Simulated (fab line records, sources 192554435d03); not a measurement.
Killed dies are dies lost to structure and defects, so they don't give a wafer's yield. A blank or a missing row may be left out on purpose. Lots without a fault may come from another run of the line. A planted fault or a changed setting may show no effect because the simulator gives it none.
Chamber matching | flow n5_finfet | N5_BEOL_M9_PECVD_70 on pecvd-03: 3 sister chambers
The step deposits SiO2 from TEOS/O2, target thk 20 nm, time 22.7 s. 6 wafers are shown with their chamber, then 7 later ones without.

WAFERS WITH THEIR CHAMBER
wafer  | chamber | showerhead_plenum_p_Torr (Torr) | heater_power_w (W)
L078.5 | 1       | 8.81                            | 692
L078.6 | 0       | 8.93                            | 679
L086.1 | 0       | 8.91                            | 647
L086.2 | 1       | 8.81                            | 766
L087.1 | 2       | 8.68                            | 499
L087.3 | 2       | 8.67                            | 502

WAFERS WITHOUT THEIR CHAMBER
wafer  | showerhead_plenum_p_Torr (Torr) | heater_power_w (W)
L087.4 | 8.83                            | 761
L092.2 | 8.70                            | 510
L092.3 | 8.91                            | 737
L092.4 | 8.66                            | 515
L096.3 | 8.79                            | 812
L096.5 | 8.69                            | 471
L096.6 | 8.80                            | 791

WHICH CHAMBER EACH WENT THROUGH
wafer  | from the rows above | in truth
L087.4 | 1                   | 1
L092.2 | 2                   | 2
L092.3 | 0                   | 0
L092.4 | 2                   | 2
L096.3 | 1                   | 1
L096.5 | 2                   | 2
L096.6 | 1                   | 1
Placed correctly: 7 of 7. Can't be placed from these rows: 0. Placed wrongly: 0.
How it was worked out, from the rows above alone: a wafer's distance from a chamber is the root of the sum, over the readings, of the square of ((its reading less the chamber's mean) divided by the reading's scatter). The wafer belongs to the nearest chamber; if the next one is less than 2 further off, it can't be placed. A chamber's mean is the mean of its shown wafers. The scatter: the root of (the sum of the squares of (reading less its chamber's mean) over the shown wafers, divided by (wafers less chambers)).
